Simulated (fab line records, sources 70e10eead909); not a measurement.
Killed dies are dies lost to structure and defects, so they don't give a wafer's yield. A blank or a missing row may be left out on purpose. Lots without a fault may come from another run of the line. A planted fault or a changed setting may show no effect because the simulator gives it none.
Chamber matching | flow nand_harc | NHARC_A_STAIRCASE_CMP_152 on cmp-02: 4 sister chambers
The step polishes. 4 wafers are shown with their chamber, then 9 later ones without.

WAFERS WITH THEIR CHAMBER
wafer  | chamber | motor_current_A (A)
L090.2 | 2       | 12.6
L092.3 | 3       | 12.3
L092.5 | 1       | 12.0
L092.6 | 0       | 12.2

WAFERS WITHOUT THEIR CHAMBER
wafer  | motor_current_A (A)
L093.2 | 12.1
L093.4 | 12.2
L093.5 | 11.7
L096.3 | 12.4
L096.5 | 12.0
L096.6 | 12.8
L097.1 | 12.8
L097.5 | 12.1
L097.6 | 13.7

WHICH CHAMBER EACH WENT THROUGH
wafer  | from the rows above               | in truth
L093.2 | can't be placed: 0 or 1 or 3 or 2 | 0
L093.4 | can't be placed: 0 or 3 or 1 or 2 | 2
L093.5 | can't be placed: 1 or 0 or 3 or 2 | 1
L096.3 | can't be placed: 3 or 2 or 0 or 1 | 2
L096.5 | can't be placed: 1 or 0 or 3 or 2 | 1
L096.6 | can't be placed: 2 or 3 or 0 or 1 | 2
L097.1 | can't be placed: 2 or 3 or 0 or 1 | 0
L097.5 | can't be placed: 0 or 1 or 3 or 2 | 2
L097.6 | can't be placed: 2 or 3 or 0 or 1 | 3
Placed correctly: 0 of 9. Can't be placed from these rows: 9 (the true chamber is among the candidates in 9). Placed wrongly: 0.
How it was worked out, from the rows above alone: a wafer's distance from a chamber is the root of the sum, over the readings, of the square of ((its reading less the chamber's mean) divided by the reading's scatter). The wafer belongs to the nearest chamber; if the next one is less than 2 further off, it can't be placed. A chamber's mean is the mean of its shown wafers. The scatter: with one shown wafer a chamber, the root of the mean of the squares of how far each hidden wafer lies from its nearest shown one.
